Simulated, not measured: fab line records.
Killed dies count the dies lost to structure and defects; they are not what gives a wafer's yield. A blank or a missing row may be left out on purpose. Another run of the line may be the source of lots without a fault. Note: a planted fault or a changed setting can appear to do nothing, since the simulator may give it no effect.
Lot-split experiment -- flow n5Finfet -- 21 wafers read across 7 lots, on a route 1938 steps long

SPLIT DETAILS
At N5_MIM_BOT_ETCH_ETCH_04 (etches SiNx in CF4/O2, target depth 26 nm, time 13 s), the setting sourceW was moved away from the recipe's 535 W on 4 of the 21 wafers read, by -16.4% to +13.0%. All remaining wafers had this setting at the recipe value.

The reading is taken at the split's own step.

THE READING
rfVppV, in V, at N5_MIM_BOT_ETCH_ETCH_04 (etches SiNx in CF4/O2, target depth 26 nm, time 13 s). A value of 240.6 V with a standard deviation of 2.5 V is what fault-free wafers of this fab line usually give.

wafer,"tool, chamber at the split","sourceW as run, W",against the recipe,"rfVppV, V",against lot-mates on the recipe
L074.2,"rieDiel-02, 1",535,recipe,244.5,-
L074.3,"rieDiel-02, 0",535,recipe,241.9,-
L074.5,"rieDiel-02, 2",535,recipe,235.0,-
L077.1,"rieDiel-05, 1",535,recipe,242.5,-
L077.4,"rieDiel-05, 2",535,recipe,238.5,-
L077.6,"rieDiel-05, 3",535,recipe,240.0,-
L076.1,"rieDiel-06, 2",604.5,+13.0%,226.9,-16.0
L076.4,"rieDiel-06, 0",535,recipe,243.3,-
L076.6,"rieDiel-06, 0",535,recipe,242.5,-
L081.3,"rieDiel-02, 0",535,recipe,242.4,-
L081.4,"rieDiel-02, 1",448.5,-16.2%,269.1,+26.7
L081.5,"rieDiel-02, 0",448.5,-16.2%,265.4,+23.0
L092.1,"rieDiel-02, 0",535,recipe,242.6,-
L092.4,"rieDiel-02, 1",535,recipe,244.1,-
L092.6,"rieDiel-02, 2",535,recipe,235.1,-
L094.2,"rieDiel-02, 2",535,recipe,234.8,-
L094.5,"rieDiel-02, 0",535,recipe,241.1,-
L094.6,"rieDiel-02, 3",447.4,-16.4%,265.5,+27.6
L097.1,"rieDiel-05, 2",535,recipe,238.9,-
L097.3,"rieDiel-05, 1",535,recipe,240.6,-
L097.5,"rieDiel-05, 2",535,recipe,237.8,-

THE FIT
A straight line over all 21 wafers: rfVppV changes by -1.5 V for each +1% of sourceW; r = -0.95; the points scatter about the line by 3.3 V.
The same after taking each lot's own level away (the mean of its wafers on the recipe; 21 wafers): -1.51 V for each +1%; r = -0.96; scatter 2.8 V.
Per that fit: largest sourceW move, reading shift of 25 V.
Measured against the standard deviation above, the lots' own levels, which go from 237.95 to 242.90 V, span 2.0 times it.
The two slopes are in agreement: the lot-to-lot level therefore moves the slope only a little.
Check: for one of the wafers moved furthest among these (-16.4%), held out of the fit, the line's prediction against its lot-mates is +24.1 V. Against them it came out at +27.6 V.
Tool readings at the split's step, against how far the setting was moved: rfVppV r = -0.95.

OTHER SPLITS ON THESE WAFERS
Other splits were also applied to these wafers ahead of the reading. Each is held against what the fit with the lots' levels taken away leaves over:
other split on the same wafers,wafers away from the commonest value,r with rfVppV (lot level and that fit taken away)
N5_BEOL_M11_COAT_59 spinRpm,8,+0.16
N5_BEOL_M12_TRENCH_ETCH_34 timeS,9,+0.22
N5_BEOL_M12_SPUTTER_44 timeS,6,+0.15
N5_BEOL_M13_SPUTTER_43 timeS,6,+0.32
N5_BEOL_M14_SPUTTER_43 powerW,6,-0.03
N5_BEOL_M15_ETCH_61 timeS,6,-0.27
N5_BEOL_M15_TRENCH_ETCH_34 biasW,3,+0.11

THE WHOLE CHAIN: every reading that the file lists as answering this split, in the file's order
step,what it does,reading,change (the file's fit),r (the file's)
N5_MIM_BOT_ETCH_ETCH_04,"etches SiNx in CF4/O2, target depth 26 nm, time 13 s",rfVppV,-1.52 V for each +1% of the setting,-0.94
N5_MIM_BOT_ETCH_ETCH_04,"etches SiNx in CF4/O2, target depth 26 nm, time 13 s","etch.depthNm (the simulator's own value, which no gauge read)",+0.224 nm for each +1% of the setting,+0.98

FILE'S OWN FIT
rfVppV changes by -1.52 V for each +1% of sourceW, r = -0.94.
